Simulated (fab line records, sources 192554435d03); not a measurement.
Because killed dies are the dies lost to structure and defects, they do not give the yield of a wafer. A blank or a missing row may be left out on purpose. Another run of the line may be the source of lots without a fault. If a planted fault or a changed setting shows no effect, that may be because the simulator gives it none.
The same fault as seen by 2 desks ; flow n5_finfet ; every desk sees just its own numbers, and what lay behind them comes last

AT THE METROLOGY DESK
Means of the sampled wafers that have a number, per lot and without regard to the tool the lot ran on: this is what the gauges read. The brackets show how far a lot's mean lies from the usual mean; more than 4 standard deviations puts the lot out of limits, marked OUT. Of its 11 readings 7 are shown: those that lie furthest out on some lot.
Columns: A = cd_nm at N5_GATE_CUT_CD_MEAS_13, usual 20.0 nm; B = DIBL_P at N5_BEOL_M4_RC_MEAS_101, usual 36.2 mV/V; C = IOFF_N at N5_BEOL_M4_RC_MEAS_101, usual 0.16 nA/um; D = ION_N at N5_BEOL_M4_RC_MEAS_101, usual 671 uA/um; E = ION_P at N5_BEOL_M4_RC_MEAS_101, usual 461 uA/um; F = VT_N at N5_BEOL_M4_RC_MEAS_101, usual 251 mV; G = VT_P at N5_BEOL_M4_RC_MEAS_101, usual -250 mV
lot;first seen here;A;B;C;D;E;F;G
L128;day 4 09:50;20.0;34.3;0.14;664;464;252;-246
L131;day 5 04:41;19.9;37.6;0.16;665;458;251;-248
L135;day 6 11:05;20.1;37.4;0.17;677;463;252;-251
L138;day 7 07:13;20.3;35.4;0.14;665;462;251;-251
L143;day 8 09:10;19.7;36.3;0.16;671;466;249;-249
L147;day 9 08:25;20.0;32.9;0.11;655;452;256;-253
L148;day 9 13:14;20.2;36.9;0.16;675;467;250;-249
L149;day 9 20:19;20.1;36.4;0.19;683;469;248;-247
L150;day 10 01:42;19.9;37.8;0.19;672;462;249;-247
L151;day 10 10:18;19.6;36.4;0.15;680;465;252;-256
This desk's finding: nothing out of limits on any of the 10 lots.

AT THE TOOL OWNER'S DESK: cmp-02
The tool's own readings at N5_GATE_CUT_CMP_23 (polishes, stops on SiO2, t overpolish 23.4 s, target thk 16 nm): means of the sampled wafers that have a number, for each lot that ran on this tool. The brackets show how far a lot's mean lies from the usual mean; more than 4 standard deviations puts the lot out of limits, marked OUT.
Columns: A = motor_current_A at N5_GATE_CUT_CMP_23, usual 9.0 A; B = overpolish_run_s at N5_GATE_CUT_CMP_23, usual 23.399 s; C = time_to_endpoint_s at N5_GATE_CUT_CMP_23, usual 19 s
lot;first seen here;A;B;C
L128;day 4 13:35;10.0;23.397;18
L138;day 7 09:43;10.3;23.403;19
L143;day 8 11:42;10.0;23.409;23
L147;day 9 12:37;9.9;23.401;16
L149;day 9 22:55;9.7;23.409;16
This desk's finding: nothing out of limits on any of the 5 lots.

TAKEN TOGETHER
At the metrology desk, nothing out of limits was observed.
The tool owner's desk saw nothing out of limits.

WHAT HAD BEEN PUT IN BY THE SIMULATOR
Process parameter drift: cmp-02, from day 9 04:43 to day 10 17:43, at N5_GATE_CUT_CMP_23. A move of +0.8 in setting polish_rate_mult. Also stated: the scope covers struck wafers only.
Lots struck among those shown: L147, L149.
